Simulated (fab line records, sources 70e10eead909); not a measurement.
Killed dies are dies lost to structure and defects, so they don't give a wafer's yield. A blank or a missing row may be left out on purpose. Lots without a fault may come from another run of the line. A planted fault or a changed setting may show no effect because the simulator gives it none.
Chamber matching | flow nand_harc | NHARC_P_GATE_ALD_36 on ald_sin-03: 4 sister chambers
The step deposits SiNx, target thk 20 nm, pulse time 60 s, ald cycles 223. 7 wafers are shown with their chamber, then 7 later ones without.

WAFERS WITH THEIR CHAMBER
wafer  | chamber | heater_power_w (W) | precursor_pulse_height_rel
L875.6 | 3       | 827                | 1.018
L884.4 | 2       | 845                | 0.989
L887.5 | 1       | 821                | 0.984
L891.5 | 0       | 762                | 1.006
L891.6 | 1       | 817                | 0.981
L893.1 | 3       | 944                | 1.007
L893.4 | 0       | 750                | 1.057

WAFERS WITHOUT THEIR CHAMBER
wafer  | heater_power_w (W) | precursor_pulse_height_rel
L893.3 | 813                | 1.003
L895.3 | 815                | 1.001
L895.4 | 945                | 1.026
L895.2 | 743                | 1.038
L898.3 | 930                | 1.025
L898.1 | 751                | 0.991
L898.5 | 753                | 0.979

WHICH CHAMBER EACH WENT THROUGH
wafer  | from the rows above               | in truth
L893.3 | can't be placed: 2 or 1 or 3 or 0 | 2
L895.3 | can't be placed: 2 or 1 or 3 or 0 | 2
L895.4 | can't be placed: 3 or 2 or 1      | 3
L895.2 | 0                                 | 0
L898.3 | can't be placed: 3 or 2 or 1      | 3
L898.1 | can't be placed: 1 or 0 or 2 or 3 | 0
L898.5 | can't be placed: 1 or 2 or 0 or 3 | 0
Placed correctly: 1 of 7. Can't be placed from these rows: 6 (the true chamber is among the candidates in 6). Placed wrongly: 0.
How it was worked out, from the rows above alone: a wafer's distance from a chamber is the root of the sum, over the readings, of the square of ((its reading less the chamber's mean) divided by the reading's scatter). The wafer belongs to the nearest chamber; if the next one is less than 2 further off, it can't be placed. A chamber's mean is the mean of its shown wafers. The scatter: the root of (the sum of the squares of (reading less its chamber's mean) over the shown wafers, divided by (wafers less chambers)).
